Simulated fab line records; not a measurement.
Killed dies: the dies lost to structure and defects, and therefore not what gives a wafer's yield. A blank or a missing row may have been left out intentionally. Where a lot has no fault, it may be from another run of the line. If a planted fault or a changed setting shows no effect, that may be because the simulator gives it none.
fab line records | flow n5_finfet | part 2 of 2: steps 27 to 33 of 33
[record] lots = 5 wafers = 15 last_day = 18
route steps=1938 shown SD_EPI_N@277 SD_EPI_P@295
lots untouched by any fault: they come from a run of this same line in which no faults occurred
start_h: the number of hours between the record's first day and the start of the first shown wafer of the lot | wait_h: hours since the lot's step before | " as in the row above | L1.1+2: one row covering several wafers at once | - no value present, or no start provided | * or withheld: withheld | < > ~ a bound
route shown NAME@n: names a module that has steps shown in the file, with the first one's number in the route | usual: mean/standard deviation taken from wafers without a fault | same: alike in all rows | chamber/n: place in a boat | sites: each site's reading | _std_site: how widely they spread, as a standard deviation | _edge_site: the outer-site mean with the inner-site mean subtracted | radius_mm: how far each site lies from the wafer's centre | mask NAME#n: copy n | behind: tool/chamber where the wafer was last shaped | hold: why the lot went on hold/how many hours it stayed there/how the hold came to an end | device: transistor that didn't switch, given as n, p or np | end of line: the route-end tests of the same wafers | where a step has no rows: the recipe by itself | killed: the dies lost at the first sort to structure and to defects; this is not the yield of the wafer | map: shows each die of a wafer: x if killed, . if not, _ if none is there
set.NAME: the setting the step ran with; set.NAME@STEP: the setting that earlier step ran with | model.NAME: the simulator's own value behind a step, which no gauge read
lots at selected steps of the route; one table per step, one row per wafer
services: when a tool's chamber went out of use (start_h, in hours from the record's first day, below 0 if earlier), for how many hours, and the reason
[[steps]]
[step N5_SD_EPI_P_CD_MEAS_09]
[recipe] target_cd_nm = 240 landing_energy_ev = 500 detector = se_inlens
[usual] cd_nm = 240.2/1.1
// columns lot.wafer tool chamber start_h wait_h cd_nm
L075.1 cd_sem-03 0 62.36 - 241.6
L075.2 " 0 " " 241.5
L075.5 " 0 " " 239.5
L078.1 cd_sem-01 0 81.91 - 239.8
L078.3 " 0 " " 241.0
L078.6 " 0 " " 239.9
L085.1 cd_sem-03 0 127.28 - 239.1
L085.2 " 0 " " 240.9
L085.4 " 0 " " 239.8
L091.1 cd_sem-02 0 156.53 - 238.2
L091.3 " 0 " " 240.4
L091.5 " 0 " " 239.8
L096.4 cd_sem-02 0 190.79 - 238.8
L096.5 " 0 " " 238.0
L096.6 " 0 " " 240.6
[step N5_SD_EPI_P_OVL_MEAS_10]
[recipe] points_per_wafer = 44
[usual] SD_P_BLK_OVL = 0.2/0.67
// columns lot.wafer tool chamber start_h wait_h SD_P_BLK_OVL[nm]
L075.1 overlay-01 0 62.39 0.0 1.2
L075.2 " 0 " " 1.1
L075.5 " 0 " " 1.2
L078.1 overlay-01 0 81.94 0.0 0.2
L078.3 " 0 " " 1.5
L078.6 " 0 " " 0.9
L085.1 overlay-02 0 127.31 0.0 0.6
L085.2 " 0 " " 0.2
L085.4 " 0 " " 0.1
L091.1 overlay-02 0 156.56 0.0 -0.5
L091.3 " 0 " " 0.3
L091.5 " 0 " " -0.9
L096.4 overlay-01 0 190.82 0.0 0.1
L096.5 " 0 " " 0.2
L096.6 " 0 " " -0.5
[step N5_SD_EPI_P_INSPECT_11]
[recipe] mode = adi inspect_instrument = macro
[usual] raw_defect_count = 2.1/1.4
// columns lot.wafer tool chamber start_h wait_h raw_defect_count
L075.1 defect_inspect-02 - 62.41 0.0 5
L075.2 " - " " 2
L075.5 " - " " 2
L078.1 defect_inspect-02 - 81.96 0.0 2
L078.3 " - " " 1
L078.6 " - " " 2
L085.1 defect_inspect-02 - 127.33 0.0 5
L085.2 " - " " 3
L085.4 " - " " 3
L091.1 defect_inspect-02 - 156.58 0.0 3
L091.3 " - " " 2
L091.5 " - " " 0
L096.4 defect_inspect-01 - 190.84 0.0 0
L096.5 " - " " 0
L096.6 " - " " 3
[step N5_SD_EPI_P_DESCUM_14]
[recipe] chemistry = O2 time_s = 7.9 source_power_w = 50 bias_power_w = 20 pressure_mtorr = 20 rf_frequency_hz = 2.712e+07 temp_c = 40 resist = CAR-ArF-block o2_flow_sccm = 225
[usual] chamber_pressure_mTorr = 19.998/0.022 drypump_motor_current_A = 5.4/0.42 oes_product_au = 0.77/0.085 rf_vpp_V = 242.8/1.4 showerhead_plenum_p_Torr = 2.07/0.07 throttle_valve_pct = 20.49/0.29
// columns lot.wafer tool chamber start_h wait_h chamber_pressure_mTorr drypump_motor_current_A oes_product_au rf_hours_counter_h rf_vpp_V showerhead_plenum_p_Torr throttle_valve_pct
L075.1 rie_diel-06 0 62.44 0.0 19.973 5.3 0.93 20 241.4 2.07 20.67
L075.2 " 3 " " 19.990 5.3 0.77 126 242.3 1.99 20.50
L075.5 " 2 " " 20.001 4.8 0.68 - 243.1 2.15 20.59
L078.1 rie_diel-04 2 82.12 0.2 19.984 6.1 0.72 196 245.2 2.17 20.85
L078.3 " 0 " " 19.989 5.6 0.71 223 242.8 2.09 21.01
L078.6 " 3 " " 20.000 5.3 0.74 - 243.5 2.17 20.25
L085.1 rie_diel-02 0 127.37 0.0 19.831 6.0 0.77 159 243.7 2.07 20.63
L085.2 " 3 " " 20.025 5.0 0.79 118 241.8 2.00 20.75
L085.4 " 1 " " 19.974 5.9 0.87 53 242.1 2.04 20.18
L091.1 rie_diel-02 0 156.61 0.0 20.001 6.0 0.76 167 243.2 2.06 20.65
L091.3 " 1 " " 19.962 5.9 0.86 61 241.4 2.04 20.20
L091.5 " 1 " " 19.989 5.9 0.86 - 241.8 2.04 20.19
L096.4 rie_diel-02 3 191.02 0.2 20.036 5.1 0.77 137 242.5 2.00 20.79
L096.5 " 0 " " 20.014 6.0 0.75 - 243.2 2.06 20.67
L096.6 " 1 " " 20.013 5.9 0.85 - 242.2 2.04 20.19
[step N5_SD_EPI_P_ETCH_36]
[recipe] chemistry = CF4 target = SiARC target_depth_a = 455 mask_material = CAR-ArF-block time_s = 75.8 ion_energy_ev = 80 pressure_mtorr = 40 source_w = 545 bias_w = 36 Ar_flow_sccm = 100 cf4_flow_sccm = 100 ends = cleared
[usual] chamber_pressure_mTorr = 40.00/0.039 drypump_motor_current_A = 5.4/0.42 etch_rf_on_time_s = 76.4/2.6 oes_product_au = 0.66/0.072 rf_vpp_V = 183.8/1.1 showerhead_plenum_p_Torr = 2.13/0.062 throttle_valve_pct = 15.73/0.27
// columns lot.wafer tool chamber start_h wait_h chamber_pressure_mTorr drypump_motor_current_A etch_rf_on_time_s oes_product_au rf_hours_counter_h rf_vpp_V showerhead_plenum_p_Torr throttle_valve_pct
L075.1 rie_diel-06 0 62.48 0.0 39.99 5.3 75.0 0.78 20 182.5 2.11 15.66
L075.2 " 3 " " 40.00 5.3 73.5 0.68 126 184.4 2.08 15.91
L075.5 " 2 " " 40.03 4.8 79.0 0.58 - 184.6 2.21 15.77
L078.1 rie_diel-04 2 82.16 0.0 40.01 6.1 77.2 0.60 196 186.4 2.22 15.94
L078.3 " 0 " " 40.09 5.6 77.3 0.60 223 183.9 2.12 16.09
L078.6 " 3 " " 40.01 5.3 76.8 0.62 - 185.0 2.23 15.53
L085.1 rie_diel-02 0 127.40 0.0 40.03 6.0 75.2 0.65 159 182.6 2.14 15.94
L085.2 " 3 " " 40.07 5.1 73.8 0.68 118 183.1 2.08 16.05
L085.4 " 1 " " 40.03 5.9 72.8 0.76 53 181.9 2.09 15.25
L091.1 rie_diel-02 0 156.65 0.0 39.98 5.9 75.0 0.65 167 183.7 2.13 15.97
L091.3 " 1 " " 40.01 5.9 73.9 0.73 61 184.2 2.08 15.27
L091.5 " 1 " " 40.05 5.9 73.1 0.73 - 183.8 2.08 15.27
L096.4 rie_diel-02 3 191.06 0.0 39.95 5.0 74.7 0.66 137 183.7 2.08 16.10
L096.5 " 0 " " 39.99 6.0 75.7 0.64 - 184.8 2.13 15.99
L096.6 " 1 " " 40.06 5.9 73.7 0.72 - 182.7 2.08 15.29
[step N5_SD_EPI_P_ETCH_37]
[recipe] chemistry = N2/H2 target = SOC overetch_a = 1080 mask_material = SiARC temp_c = 40 ion_energy_ev = 100 source_w = 3000 bias_w = 133 pressure_mtorr = 20 time_s = 486 n2_flow_sccm = 200 h2_flow_sccm = 200 ends = end_point
[usual] chamber_pressure_mTorr = 19.999/0.018 drypump_motor_current_A = 5.5/0.42 oes_product_au = 0.69/0.069 rf_vpp_V = 240.2/1.3 showerhead_plenum_p_Torr = 2.51/0.083 throttle_valve_pct = 24.0/0.37
// columns lot.wafer tool chamber start_h wait_h chamber_pressure_mTorr drypump_motor_current_A oes_product_au rf_hours_counter_h rf_vpp_V showerhead_plenum_p_Torr throttle_valve_pct
L075.1 rie_diel-06 0 62.54 0.0 19.984 5.4 0.81 20 240.0 2.49 24.1
L075.2 " 3 " " 20.024 5.3 0.69 126 240.2 2.45 24.3
L075.5 " 2 " " 20.013 4.8 0.62 - 242.6 2.62 24.1
L078.1 rie_diel-04 2 82.22 0.0 20.008 6.1 0.64 196 240.3 2.65 24.7
L078.3 " 0 " " 19.977 5.6 0.64 223 239.8 2.51 24.4
L078.6 " 3 " " 19.997 5.3 0.66 - 242.4 2.66 23.9
L085.1 rie_diel-02 0 127.46 0.0 20.002 6.0 0.68 159 240.8 2.51 24.0
L085.2 " 3 " " 20.007 5.1 0.69 118 238.6 2.43 24.1
L085.4 " 1 " " 20.004 5.9 0.76 53 238.6 2.46 23.4
L091.1 rie_diel-02 0 156.71 0.0 20.006 6.0 0.68 167 241.6 2.51 24.0
L091.3 " 1 " " 19.977 5.9 0.75 61 240.5 2.46 23.4
L091.5 " 1 " " 20.038 5.9 0.75 - 240.5 2.46 23.4
L096.4 rie_diel-02 3 191.12 0.0 20.004 5.0 0.68 137 237.6 2.43 24.1
L096.5 " 0 " " 19.995 6.0 0.67 - 241.4 2.50 24.0
L096.6 " 1 " " 19.980 5.9 0.75 - 240.1 2.46 23.4
[step N5_SD_EPI_P_STRIP_38]
[recipe] chemistry = N2/H2 temp_c = 40 n2_flow_sccm = 200 h2_flow_sccm = 200 rf_frequency_hz = 6e+07
// columns lot.wafer tool chamber start_h wait_h
L075.1+2+5 rie_diel-06 0,3,2 62.85 0.2
L078.1+3+6 rie_diel-04 2,0,3 82.53 0.2
L085.1+2+4 rie_diel-02 0,3,1 127.77 0.2
L091.1+3+5 rie_diel-02 0,1,1 157.02 0.2
L096.4+5+6 rie_diel-02 3,0,1 191.43 0.2
[[services]]
// columns tool chamber start_h hours kind
rie_diel-03 - 33.78 0.2 repair
epi_rpcvd-03 - 34.83 6.0 pm
arfi_scanner-03 - 36.18 1.3 pm
wet_bench-05 - 43.22 6.9 repair
ald_sin-01 - 47.66 0.5 repair
plasma_asher-01 - 51.81 2.8 pm
rie_diel-03 1 52.70 4.1 repair
rie_diel-03 2 60.98 1.8 repair
epi_rpcvd-04 - 65.28 0.5 pm
rie_diel-01 - 87.14 1.0 repair
rie_diel-02 3 87.44 2.6 repair
ald_sin-03 1 94.06 38.2 repair
rie_diel-04 2 109.23 1.6 repair
rie_diel-06 2 112.41 19.7 repair
rie_diel-04 0 138.95 5.4 repair
rie_diel-01 - 141.22 1.0 repair
rie_diel-05 - 143.37 14.6 pm
rie_diel-03 3 149.91 2.5 repair
ald_sin-03 2 160.21 7.0 repair
rie_si-05 2 163.94 6.1 repair
rie_diel-02 1 177.11 5.9 repair
rie_diel-05 - 180.40 15.6 pm
rie_diel-06 1 184.00 81.3 repair
rie_si-05 - 187.09 2.8 pm
